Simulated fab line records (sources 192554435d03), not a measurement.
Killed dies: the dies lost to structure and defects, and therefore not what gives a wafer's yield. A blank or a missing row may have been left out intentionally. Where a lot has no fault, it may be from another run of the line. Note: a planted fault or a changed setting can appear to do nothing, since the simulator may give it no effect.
fab line records	flow n5_finfet
[record] lots = 8	wafers = 22	last_day = 17
route steps=1938 shown BEOL_M4@1038 PASSIVATION@1936
lots that met no fault: from a run of the same line without faults
start_h: hours from the record's opening day to when the first of the lot's shown wafers began	wait_h: hours from the lot's prior step to this one	" repeats the value in the row above	L1.1+2: a row that stands for several wafers	- no value present, or no start provided	* or withheld: withheld	< > ~ a bound
route shown NAME@n: a module of which the file shows steps, and the number in the route of the first	usual: the fault-free wafers' mean and standard deviation	same: alike in all rows	chamber/n: place in a boat	sites: readings site by site	_std_site: how widely they spread, as a standard deviation	_edge_site: inner sites' mean taken away from outer sites' mean	radius_mm: for every site, how far away it sits from the centre of the wafer	mask NAME#n: copy n	behind: tool/chamber where the wafer was last shaped	hold: why the lot went on hold/how many hours it stayed there/how the hold came to an end	device: whichever transistor did not switch (one of n, p or np)	end of line: the route-end tests of the same wafers	a step given without rows: its recipe and nothing more	killed: count of dies lost to structure and defects at first sort (not the wafer's yield)	map: a wafer's dies, marking killed ones x, the rest . and places with no die _
set.NAME: the run value of the setting; set.NAME@STEP: its run value at that earlier step	model.NAME: the simulator's own value behind a step, which no gauge read
steps of the route over a sample of lots; a table a step, a row a wafer
services: a tool's chamber out of use, with start hour (start_h, from the record's first day; less than 0 if before it), hours out, and reason
[[steps]]
[step N5_BEOL_M4_ETCH_74]
[recipe] chemistry = N2/H2	target = underlayer	target_depth_a = 65	mask_material = CAR-EUV	time_s = 5.2	ion_energy_ev = 200	pressure_mtorr = 30	source_w = 840	bias_w = 150	n2_flow_sccm = 200	h2_flow_sccm = 200	ends = cleared
[usual] bias_w = 150.0/0.44	chamber_pressure_mTorr = 30.00/0.043	drypump_motor_current_A = 5.6/0.55	etch_rf_on_time_s = 5.24/0.14	oes_product_au = 0.70/0.068	rf_vpp_V = 524.1/2.6	showerhead_plenum_p_Torr = 2.55/0.082	throttle_valve_pct = 17.74/0.27
lot.wafer	tool	chamber	start_h	wait_h	bias_w	chamber_pressure_mTorr	drypump_motor_current_A	etch_rf_on_time_s	oes_product_au	rf_hours_counter_h	rf_vpp_V	showerhead_plenum_p_Torr	throttle_valve_pct
L239.4	rie_diel-06	0	220.20	0.0	149.9	29.98	4.8	5.15	0.72	-	521.7	2.50	17.98
L239.5	"	2	"	"	149.9	30.06	6.4	5.03	0.75	-	529.1	2.69	17.53
L241.4	rie_diel-02	1	220.33	0.0	150.1	30.06	5.3	5.19	0.63	187	523.6	2.53	17.75
L241.5	"	0	"	"	149.6	30.00	5.5	5.01	0.67	-	523.8	2.56	17.87
L241.6	"	1	"	"	149.7	29.99	5.3	5.23	0.63	-	522.3	2.52	17.75
L240.2	rie_diel-02	1	221.78	0.0	150.1	29.99	5.3	5.24	0.62	188	524.7	2.53	17.74
L240.3	"	2	"	"	150.0	29.99	4.7	5.30	0.64	137	526.5	2.63	17.33
L240.4	"	0	"	"	151.0	29.99	5.5	5.03	0.67	147	525.9	2.56	17.86
L242.2	rie_diel-06	2	238.69	0.0	149.4	30.07	6.4	5.03	0.75	51	526.0	2.69	17.55
L242.4	"	1	"	"	149.6	30.04	5.6	5.18	0.81	3	524.6	2.57	17.42
L242.5	"	0	"	"	150.1	30.01	4.9	5.19	0.70	-	521.6	2.49	18.00
L244.1	rie_diel-05	3	259.08	0.0	150.1	29.95	5.8	5.33	0.74	38	521.6	2.49	18.05
L244.3	"	2	"	"	150.4	29.99	6.5	5.41	0.71	58	528.3	2.69	17.77
L244.4	"	0	"	"	150.5	30.05	5.5	5.31	0.65	135	520.0	2.46	17.92
L249.2	rie_diel-06	3	273.58	0.0	150.8	30.05	5.7	5.26	0.74	33	520.4	2.46	17.25
L249.6	"	3	"	"	149.6	29.96	5.7	5.24	0.76	-	522.1	2.46	17.25
L251.1	rie_diel-05	0	302.90	0.0	149.9	30.00	5.4	5.32	0.64	150	521.0	2.46	17.95
L251.3	"	3	"	"	149.6	29.99	5.6	5.33	0.71	54	523.0	2.48	18.07
L251.5	"	0	"	"	149.4	29.98	5.4	5.38	0.63	-	521.8	2.46	17.95
L252.1	rie_diel-05	0	303.38	0.0	149.3	30.05	5.5	5.31	0.64	150	521.8	2.46	17.93
L252.2	"	2	"	"	150.4	29.93	6.5	5.50	0.68	75	528.9	2.68	17.77
L252.5	"	3	"	"	150.0	30.00	5.8	5.38	0.71	-	522.4	2.48	18.09
[step N5_BEOL_M4_DESCUM_33]
[recipe] chemistry = O2	time_s = 7	source_power_w = 50	bias_power_w = 20	pressure_mtorr = 20	rf_frequency_hz = 2.712e+07	temp_c = 40	resist = CAR-EUV	o2_flow_sccm = 225
[usual] bias_power_w = 19.99/0.063	drypump_motor_current_A = 5.7/0.57	oes_product_au = 0.81/0.082	rf_vpp_V = 243.2/1.4	showerhead_plenum_p_Torr = 2.11/0.072	temp_c = 40.02/0.12	throttle_valve_pct = 20.37/0.2
lot.wafer	tool	chamber	start_h	wait_h	bias_power_w	drypump_motor_current_A	oes_product_au	rf_hours_counter_h	rf_vpp_V	showerhead_plenum_p_Torr	temp_c	throttle_valve_pct
L239.4	rie_diel-02	3	221.16	0.0	19.96	6.5	0.69	225	243.3	2.07	39.99	20.59
L239.5	"	0	"	"	19.95	5.5	0.76	-	243.6	2.07	39.81	20.15
L241.4	rie_diel-02	3	221.34	0.0	19.94	6.5	0.68	225	244.5	2.07	40.01	20.59
L241.5	"	0	"	"	19.97	5.5	0.75	-	243.4	2.07	40.03	20.15
L241.6	"	3	"	"	19.95	6.4	0.68	-	241.2	2.07	40.07	20.60
L240.2	rie_diel-06	3	222.62	0.0	19.97	5.7	0.94	12	243.3	2.08	40.07	20.18
L240.3	"	2	"	"	19.95	6.4	0.89	44	247.2	2.24	40.05	20.43
L240.4	"	3	"	"	20.03	5.7	0.96	-	243.7	2.08	40.06	20.17
L242.2	rie_diel-06	0	239.70	0.0	19.99	4.9	0.83	75	240.9	2.03	39.94	20.29
L242.4	"	1	"	"	19.90	5.6	0.95	4	244.3	2.16	40.13	20.45
L242.5	"	3	"	"	20.13	5.7	0.92	-	243.1	2.08	40.04	20.19
L244.1	rie_diel-05	2	259.92	0.0	19.97	6.5	0.85	58	245.6	2.21	40.00	20.30
L244.3	"	0	"	"	20.03	5.5	0.77	135	241.0	2.01	40.04	20.30
L244.4	"	3	"	"	19.99	5.7	0.87	39	242.4	2.05	39.98	20.64
L249.2	rie_diel-06	0	274.55	0.0	19.93	4.8	0.82	84	241.5	2.03	39.95	20.32
L249.6	"	3	"	"	20.09	5.7	0.91	-	240.8	2.08	40.20	20.20
L251.1	rie_diel-05	3	303.86	0.0	20.04	5.7	0.85	55	240.9	2.04	40.06	20.66
L251.3	"	2	"	"	19.87	6.5	0.83	75	243.7	2.20	39.85	20.30
L251.5	"	2	"	"	20.04	6.5	0.83	-	244.1	2.20	39.95	20.31
L252.1	rie_diel-05	0	304.34	0.0	20.04	5.5	0.76	150	242.0	2.01	39.98	20.32
L252.2	"	1	"	"	20.01	5.4	0.92	25	243.8	2.08	40.20	20.37
L252.5	"	2	"	"	20.00	6.5	0.82	-	246.2	2.20	39.92	20.30
[step N5_BEOL_M4_ETCH_70]
[recipe] chemistry = N2/H2	target = SOC	target_depth_a = 800	overetch_a = 240	mask_material = SiARC	temp_c = 40	time_s = 130	ion_energy_ev = 200	pressure_mtorr = 30	source_w = 840	bias_w = 150	n2_flow_sccm = 200	h2_flow_sccm = 200
[usual] bias_w = 149.9/0.45	chamber_pressure_mTorr = 30.005/0.029	drypump_motor_current_A = 5.6/0.58	oes_product_au = 0.57/0.055	rf_vpp_V = 524.1/2	showerhead_plenum_p_Torr = 2.55/0.062	temp_c = 40.01/0.1	throttle_valve_pct = 17.71/0.25
lot.wafer	tool	chamber	start_h	wait_h	bias_w	chamber_pressure_mTorr	drypump_motor_current_A	oes_product_au	rf_hours_counter_h	rf_vpp_V	showerhead_plenum_p_Torr	temp_c	throttle_valve_pct
L239.4	rie_diel-02	1	225.30	0.0	149.4	29.979	5.3	0.55	189	522.6	2.53	39.96	17.72
L239.5	"	3	"	"	149.9	30.099	6.5	0.51	-	523.7	2.52	40.03	17.96
L241.4	rie_diel-06	0	229.92	0.0	-	-	-	-	-	-	-	-	-
L241.5	"	1	"	"	-	-	-	-	-	-	-	-	-
L241.6	"	0	"	"	-	-	-	-	-	-	-	-	-
L240.2	rie_diel-02	2	230.06	0.0	-	-	-	-	-	-	-	-	-
L240.3	"	1	"	"	-	-	-	-	-	-	-	-	-
L240.4	"	0	"	"	-	-	-	-	-	-	-	-	-
L242.2	rie_diel-02	1	248.57	0.0	-	-	-	-	-	-	-	-	-
L242.4	"	2	"	"	-	-	-	-	-	-	-	-	-
L242.5	"	3	"	"	-	-	-	-	-	-	-	-	-
L244.1	rie_diel-02	3	261.25	0.0	149.5	30.018	6.5	0.50	239	521.8	2.51	39.94	17.99
L244.3	"	1	"	"	150.3	30.019	5.3	0.54	200	522.8	2.52	40.07	17.73
L244.4	"	0	"	"	150.5	29.986	5.5	0.56	160	523.5	2.56	40.09	17.85
L249.2	rie_diel-02	3	280.90	0.0	149.7	29.974	6.5	0.50	244	522.7	2.51	40.12	18.00
L249.6	"	1	"	"	150.5	29.988	5.3	0.53	-	522.7	2.52	40.00	17.74
L251.1	rie_diel-02	2	304.91	0.0	149.9	29.966	4.7	0.55	167	526.2	2.62	40.16	17.34
L251.3	"	1	"	"	150.1	29.997	5.3	0.53	217	523.7	2.51	39.91	17.76
L251.5	"	0	"	"	149.5	30.007	5.5	0.55	-	524.7	2.55	40.01	17.87
L252.1	rie_diel-06	2	305.05	0.0	150.1	30.025	6.4	0.61	77	527.4	2.68	40.01	17.55
L252.2	"	0	"	"	150.2	29.982	4.8	0.59	93	522.6	2.48	39.87	17.99
L252.5	"	0	"	"	150.0	30.003	4.8	0.59	-	522.4	2.48	39.84	17.97
[step N5_BEOL_M4_VIA_ETCH_34]
[recipe] chemistry = C4F6/O2	target_depth_a = 694	mask_material = SOC	pressure_mtorr = 15	ion_energy_ev = 250	taper_deg = 4	time_s = 65.9	source_w = 350	bias_w = 170	Ar_flow_sccm = 300	C4F6_flow_sccm = 10	O2_flow_sccm = 10
[usual] C4F6_flow_sccm = 9.997/0.029	O2_flow_sccm = 10.00/0.03	drypump_motor_current_A = 5.6/0.58	oes_ar_750_au = 0.78/0.069	oes_product_au = 0.77/0.078	rf_vpp_V = 662/15	showerhead_plenum_p_Torr = 2.85/0.076	throttle_valve_pct = 30.57/0.26
lot.wafer	tool	chamber	start_h	wait_h	C4F6_flow_sccm	O2_flow_sccm	drypump_motor_current_A	oes_ar_750_au	oes_product_au	rf_hours_counter_h	rf_vpp_V	showerhead_plenum_p_Torr	throttle_valve_pct
L239.4	rie_diel-02	1	225.41	0.0	10.021	10.03	5.3	0.74	0.73	189	679	2.85	30.75
L239.5	"	3	"	"	10.009	10.05	6.5	0.70	0.68	-	642	2.80	30.75
L241.4	rie_diel-06	0	230.02	0.0	9.988	10.02	4.8	0.82	0.32	72	678	2.73	30.23
L241.5	"	1	"	"	9.994	9.97	5.6	0.98	0.36	-	635	2.92	30.49
L241.6	"	0	"	"	9.999	10.00	4.8	0.82	0.31	-	682	2.73	30.25
L240.2	rie_diel-02	2	230.16	0.0	10.012	10.01	4.7	0.77	0.29	140	670	2.95	30.02
L240.3	"	1	"	"	9.944	9.97	5.3	0.74	0.28	191	677	2.85	30.65
L240.4	"	0	"	"	10.033	9.99	5.5	0.79	0.30	149	656	2.84	30.44
L242.2	rie_diel-02	1	248.68	0.0	10.007	10.00	5.3	0.73	0.28	197	678	2.85	30.65
L242.4	"	2	"	"	9.993	10.00	4.7	0.76	0.28	145	668	2.95	30.05
L242.5	"	3	"	"	9.961	10.01	6.5	0.69	0.26	-	641	2.79	30.66
L244.1	rie_diel-02	3	261.35	0.0	10.056	9.92	6.5	0.69	0.67	239	640	2.79	30.76
L244.3	"	1	"	"	10.066	10.00	5.3	0.73	0.73	200	679	2.85	30.78
L244.4	"	0	"	"	10.000	9.96	5.5	0.78	0.77	160	656	2.83	30.55
L249.2	rie_diel-02	3	281.01	0.0	10.024	10.01	6.5	0.69	0.67	244	641	2.79	30.78
L249.6	"	1	"	"	10.041	10.02	5.3	0.72	0.71	-	677	2.85	30.79
L251.1	rie_diel-02	2	305.01	0.0	9.971	10.01	4.7	0.74	0.74	167	668	2.94	30.16
L251.3	"	1	"	"	10.001	9.95	5.3	0.72	0.71	217	677	2.84	30.79
L251.5	"	0	"	"	9.976	10.04	5.5	0.76	0.76	-	657	2.82	30.58
L252.1	rie_diel-06	2	305.16	0.0	10.020	9.99	6.4	0.83	0.85	77	682	2.98	30.57
L252.2	"	0	"	"	10.046	10.03	4.8	0.79	0.81	93	679	2.72	30.38
L252.5	"	0	"	"	10.034	10.00	4.9	0.79	0.81	-	679	2.72	30.38
[step N5_BEOL_M4_RC_MEAS_101]
[usual] DIBL_N = 37.1/2.4	DIBL_P = 37/3	IOFF_N = 0.18/0.053	IOFF_P = 0.21/0.05	ION_N = 674/14	ION_P = 459/9.2	SS_N = 72.1/0.9	SS_P = 73.4/0.89	VT_N = 250/3.8	VT_P = -251/3.7
lot.wafer	tool	chamber	start_h	wait_h	DIBL_N[mV/V]	DIBL_P[mV/V]	IOFF_N[nA/um]	IOFF_P[nA/um]	ION_N[uA/um]	ION_P[uA/um]	SS_N[mV/dec]	SS_P[mV/dec]	VT_N[mV]	VT_P[mV]
L239.4	prober-01	0	230.08	0.5	39.7	37	0.20	0.19	670	449	73.0	74.5	251	-256
L239.5	"	0	"	"	34.1	32	0.10	0.13	651	446	71.8	72.7	259	-258
L244.1	prober-02	0	265.37	0.0	35.8	36	0.15	0.19	694	467	71.0	72.6	250	-253
L244.3	"	0	"	"	39.2	40	0.21	0.25	679	466	72.0	74.1	246	-250
L244.4	"	0	"	"	39.0	41	0.21	0.27	712	484	72.4	74.0	243	-248
L249.2	prober-02	0	285.46	0.2	42.6	45	0.30	0.31	698	471	73.4	75.3	245	-246
L249.6	"	0	"	"	43.0	45	0.30	0.32	693	462	73.8	75.1	244	-247
L251.1	prober-02	0	309.30	0.0	32.5	33	0.12	0.14	665	453	71.2	72.1	252	-255
L251.3	"	0	"	"	36.1	37	0.17	0.18	690	459	71.7	72.8	249	-255
L251.5	"	0	"	"	37.3	39	0.21	0.22	697	464	72.5	74.6	244	-252
L252.1	prober-01	0	309.62	0.0	36.6	37	0.17	0.18	682	459	72.2	72.7	251	-256
L252.2	"	0	"	"	34.7	35	0.14	0.16	665	446	71.2	73.3	251	-255
L252.5	"	0	"	"	34.5	35	0.14	0.16	670	458	70.7	73.3	252	-258
[step N5_PASSIVATION_PROBE_49]
[usual] defect_limited_yield = 91.6/1.4	killed_at_M0_to_M3 = 32/9.5	killed_at_M4_up = 13/6	killed_at_contacts = 12/5.6	killed_at_front_end = 39/11	killed_at_other = 2.8/2.3	killed_dies = 99/16	killed_on_rim = 12/3.4	killed_open = 65/12	killed_short = 32/7.6	sort_bin_4_leakage = 0.1/0.88	sort_bin_5_function = 4.8/0.88	sort_bin_6_memory = 3.2/0.65	sort_n_pass = 1077/29	sort_yield_pct = 91.2/2.5
[same] gross_dies = 1180	killed_at_back_side = 0	sort_bin_8_speed[%] = 0
lot.wafer	tool	chamber	start_h	wait_h	defect_limited_yield[%]	killed_at_M0_to_M3	killed_at_M4_up	killed_at_contacts	killed_at_front_end	killed_at_other	killed_dies	killed_on_rim	killed_open	killed_short	sort_bin_4_leakage[%]	sort_bin_5_function[%]	sort_bin_6_memory[%]	sort_n_pass	sort_yield_pct[%]
L241.4	prober-02	-	337.42	0.2	0	32	1096	8	41	3	1180	152	66	30	0	96.0	3.6	0	0
L241.5	prober-02	-	337.47	0.2	0	46	1091	9	31	3	1180	152	67	41	0	96.1	3.6	0	0
L241.6	prober-02	-	337.52	0.3	0	37	1081	6	52	4	1180	152	67	40	0	95.3	4.2	0	0
L240.2	prober-02	-	343.54	0.1	0	28	1088	12	49	3	1180	152	69	37	0	95.8	3.7	0	0
L240.3	prober-02	-	343.59	0.1	0	24	1086	14	51	5	1180	152	76	27	0	96.2	3.3	0	0
L240.4	prober-02	-	343.64	0.2	0	44	1087	6	38	5	1180	152	72	32	0	96.4	3.3	0	0
L242.2	prober-02	-	368.67	0.1	0	41	1062	13	55	9	1180	152	98	42	0	94.9	4.6	0	0
L242.4	prober-02	-	368.77	0.2	0	27	1097	6	46	4	1180	152	77	26	0	96.0	3.8	0	0
L242.5	prober-02	-	368.82	0.2	0	38	1085	6	49	2	1180	152	89	27	0	95.8	4.1	0	0
L244.1	prober-01	-	375.42	0.6	90.9	23	12	23	47	2	107	15	75	30	0	5.2	3.7	1073	90.9
L244.3	prober-01	-	375.52	0.7	91.1	32	7	7	54	5	105	12	59	39	0	4.4	4.2	1075	91.1
L244.4	prober-01	-	375.57	0.7	91.6	44	6	16	29	4	99	10	63	34	0	5.0	3.1	1081	91.6
// killed by level:class
L241.4 BEOL_M4:area_etch=1084 STI_FIN_REVEAL:geometric_particle:open=10 BEOL_M4:geometric_particle:open=10 BEOL_M0_SAQP:geometric_particle:open=8 FIN_SAQP:geometric_particle:short=7 MOL_CONTACT_COAG:geometric_particle:open=7 FIN_SAQP:geometric_particle:open=6 GATE_CUT:geometric_particle:short=6
L241.5 BEOL_M4:area_etch=1071 BEOL_M0_SAQP:geometric_particle:short=18 BEOL_M0_SAQP:geometric_particle:open=13 FIN_SAQP:geometric_particle:short=10 BEOL_M4:geometric_particle:open=9 FIN_SAQP:geometric_particle:open=7 MOL_CONTACT_COAG:geometric_particle:open=7 BEOL_M2:geometric_particle:open=5
L241.6 BEOL_M4:area_etch=1072 STI_FIN_REVEAL:geometric_particle:open=10 GATE_CUT:geometric_particle:open=10 BEOL_M0_SAQP:geometric_particle:short=10 BEOL_M0_SAQP:geometric_particle:open=9 GATE_CUT:geometric_particle:short=8 BEOL_M2:geometric_particle:open=8 FIN_SAQP:geometric_particle:short=7
L240.2 BEOL_M4:area_etch=1074 FIN_SAQP:geometric_particle:open=16 FIN_SAQP:geometric_particle:short=10 MOL_CONTACT_COAG:geometric_particle:open=10 BEOL_M2:geometric_particle:open=8 BEOL_M3:geometric_particle:open=7 STI_FIN_REVEAL:geometric_particle:open=6 BEOL_M4:geometric_particle:open=5
L240.3 BEOL_M4:area_etch=1077 FIN_SAQP:geometric_particle:open=16 STI_FIN_REVEAL:geometric_particle:open=14 MOL_CONTACT_COAG:geometric_particle:open=11 BEOL_M1:geometric_particle:open=6 FIN_SAQP:geometric_particle:short=5 BEOL_M0_SAQP:geometric_particle:open=5 STARTING-WAFER:geometric_particle:open=5
L240.4 BEOL_M4:area_etch=1076 BEOL_M2:geometric_particle:open=14 BEOL_M1:geometric_particle:open=13 FIN_SAQP:geometric_particle:open=11 FIN_SAQP:geometric_particle:short=7 MOL_CONTACT_COAG:geometric_particle:open=5 STARTING-WAFER:geometric_particle:short=5 STI_FIN_REVEAL:geometric_particle:open=4
L242.2 BEOL_M4:area_etch=1036 STI_FIN_REVEAL:geometric_particle:open=18 FIN_SAQP:geometric_particle:open=14 BEOL_M1:geometric_particle:open=12 BEOL_M2:geometric_particle:open=10 MOL_CONTACT_COAG:geometric_particle:open=9 FIN_SAQP:geometric_particle:short=8 BEOL_M4:geometric_particle:open=8
L242.4 BEOL_M4:area_etch=1072 FIN_SAQP:geometric_particle:open=16 BEOL_M2:geometric_particle:open=12 SPACER0:geometric_particle:open=5 STI_FIN_REVEAL:geometric_particle:open=5 MOL_CONTACT_COAG:geometric_particle:open=5 BEOL_M4:geometric_particle:open=5 BEOL_M0:geometric_particle:open=4
L242.5 BEOL_M4:area_etch=1062 BEOL_M2:geometric_particle:open=14 STI_FIN_REVEAL:geometric_particle:open=13 FIN_SAQP:geometric_particle:open=12 BEOL_M4:geometric_particle:open=12 FIN_SAQP:geometric_particle:short=10 BEOL_M3:geometric_particle:open=9 MOL_CONTACT_COAG:geometric_particle:open=6
L244.1 MOL_CONTACT_COAG:geometric_particle:open=23 FIN_SAQP:geometric_particle:open=15 FIN_SAQP:geometric_particle:short=8 BEOL_M1:geometric_particle:open=7 STI_FIN_REVEAL:geometric_particle:open=6 DUMMY_GATE:geometric_particle:open=5 BEOL_M0_SAQP:geometric_particle:open=5 BEOL_M4:geometric_particle:short=5
L244.3 GATE_CUT:geometric_particle:short=12 BEOL_M0_SAQP:geometric_particle:open=11 FIN_SAQP:geometric_particle:open=9 FIN_SAQP:geometric_particle:short=9 STI_FIN_REVEAL:geometric_particle:open=8 BEOL_M0_SAQP:geometric_particle:short=8 MOL_CONTACT_COAG:geometric_particle:open=6 BEOL_M1:geometric_particle:open=5
L244.4 BEOL_M0_SAQP:geometric_particle:short=15 BEOL_M0_SAQP:geometric_particle:open=12 MOL_CONTACT_COAG:geometric_particle:open=11 FIN_SAQP:geometric_particle:open=8 STI_FIN_REVEAL:geometric_particle:open=6 FIN_SAQP:geometric_particle:short=5 MOL_CONTACT_COAG:geometric_particle:short=5 BEOL_M3:geometric_particle:open=5
[[services]]
tool	chamber	start_h	hours	kind
rie_diel-05	-	198.73	14.6	pm
rie_diel-06	1	206.72	-	clean
rie_diel-06	1	206.72	-	consumable_replace:focus_ring
rie_diel-06	1	206.72	22.6	scheduled_down
rie_diel-06	1	206.72	22.6	vent_cycle
rie_diel-05	1	216.85	-	clean
rie_diel-05	1	216.85	-	consumable_replace:focus_ring
rie_diel-05	0	231.06	1.6	repair
rie_diel-06	-	236.71	0.9	repair
rie_diel-06	0	252.51	12.0	repair
rie_diel-02	3	262.99	5.7	repair
rie_diel-02	-	271.93	0.3	repair
rie_diel-05	0	291.72	5.4	repair
rie_diel-02	3	294.43	-	clean
rie_diel-02	3	294.43	-	consumable_replace:esc
rie_diel-02	3	294.43	-	consumable_replace:focus_ring
rie_diel-02	3	294.43	26.6	scheduled_down
rie_diel-02	3	294.43	26.6	vent_cycle
rie_diel-06	0	295.00	3.9	repair
[[key]]
[first_sign] step = N5_BEOL_M4_ETCH_70	reading = tool_record	direction = missing
[effect] step = N5_BEOL_M4_VIA_ETCH_34	reading = oes_product_au	direction = down	sigmas = 6.1	usual = 0.77	struck = 0.30
[effect] step = N5_PASSIVATION_PROBE_49	reading = killed_at_M4_up	direction = up	sigmas = 99+	usual = 13	struck = 1086
[more_kills_born_at] N5_BEOL_M4_ETCH_70@rie_diel-02 = 6397	N5_BEOL_M4_ETCH_70@rie_diel-06 = 3227
met_at N5_BEOL_M4_ETCH_70
struck_lots L240,L241,L242
later_rows_left_out L240.2,L240.3,L240.4,L241.4,L241.5,L241.6,L242.2,L242.4,L242.5
not_acting_at N5_BEOL_M4_ETCH_74,N5_BEOL_M4_DESCUM_33
onset_between 225.30 229.92
[fault] kind = skipped_step_whole	tool = rie_diel-02,rie_diel-06	chamber = -	onset_h = 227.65	steps = N5_BEOL_M4_ETCH_70	scope = struck_lots_only
// later_rows_left_out: the simulator's readings of these wafers behind a module that went badly wrong aren't trusted and aren't shown, but for the sort
